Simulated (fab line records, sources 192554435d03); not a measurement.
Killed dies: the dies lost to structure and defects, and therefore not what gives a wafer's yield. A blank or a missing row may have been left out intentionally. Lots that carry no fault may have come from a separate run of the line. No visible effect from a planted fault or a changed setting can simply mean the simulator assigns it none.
Matching of chambers | flow n5Finfet | N5_GATE_CUT_CMP_43 on cmp-04 has 4 sister chambers
The step polishes SiO2. 16 wafers are shown with their chamber, then 8 later ones without.

== WAFERS WITH THEIR CHAMBER ==
wafer  | chamber | motorCurrentA (A) | edgeZonePressureFrac
L077.1 | 1       | 15.5              | 0.998
L077.3 | 3       | 12.6              | 1.004
L077.5 | 0       | 11.7              | 0.989
L079.1 | 3       | 12.1              | 0.999
L079.4 | 0       | 12.1              | 1.010
L079.6 | 2       | 14.1              | 1.004
L081.1 | 1       | 14.9              | 1.007
L081.4 | 2       | 13.9              | 1.005
L081.6 | 1       | 15.1              | 0.999
L089.2 | 3       | 11.8              | 0.995
L089.3 | 2       | 14.1              | 0.997
L089.6 | 1       | 15.6              | 0.995
L090.1 | 0       | 12.1              | 0.992
L090.3 | 2       | 14.7              | 0.998
L090.6 | 2       | 14.4              | 1.001
L091.4 | 2       | 14.2              | 0.997

SIGNATURES, as means of the wafers listed above
reading              | chamber 0 | chamber 1 | chamber 2 | chamber 3 | scatter within a chamber
motorCurrentA        | 11.967    | 15.275    | 14.233    | 12.167    | 0.31
edgeZonePressureFrac | 0.99700   | 0.99975   | 1.00033   | 0.99933   | 0.00606
Rule: distance of a wafer from a chamber = root of the sum over the readings of ((wafer's reading minus chamber's mean) / reading's scatter) squared. If the next closest chamber is less than 2 further off than the closest, the wafer can't be placed; otherwise it belongs to the closest. How the scatter is found: for the shown wafers, subtract from each reading the mean of its chamber, square and add these, divide the total by (wafers less chambers), then take the root.

== WAFERS WHOSE CHAMBER IS MISSING ==
wafer  | motorCurrentA (A) | edgeZonePressureFrac
L091.5 | 11.7              | 1.000
L091.6 | 14.2              | 1.001
L092.1 | 12.7              | 1.009
L092.4 | 14.6              | 1.001
L092.6 | 14.1              | 1.003
L093.1 | 13.9              | 0.994
L093.4 | 11.9              | 1.007
L093.5 | 14.6              | 0.990

== WHICH CHAMBER EACH WENT THROUGH ==
wafer  | from the rows above     | in truth
L091.5 | can't be placed: 0 or 3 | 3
L091.6 | 2                       | 2
L092.1 | can't be placed: 3 or 0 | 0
L092.4 | can't be placed: 2 or 1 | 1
L092.6 | 2                       | 2
L093.1 | 2                       | 2
L093.4 | can't be placed: 3 or 0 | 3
L093.5 | can't be placed: 2 or 1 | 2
3 of 8 placed correctly. Unplaceable from these rows: 5, with the true chamber sitting among the candidates in 5. Number placed wrongly: 0.
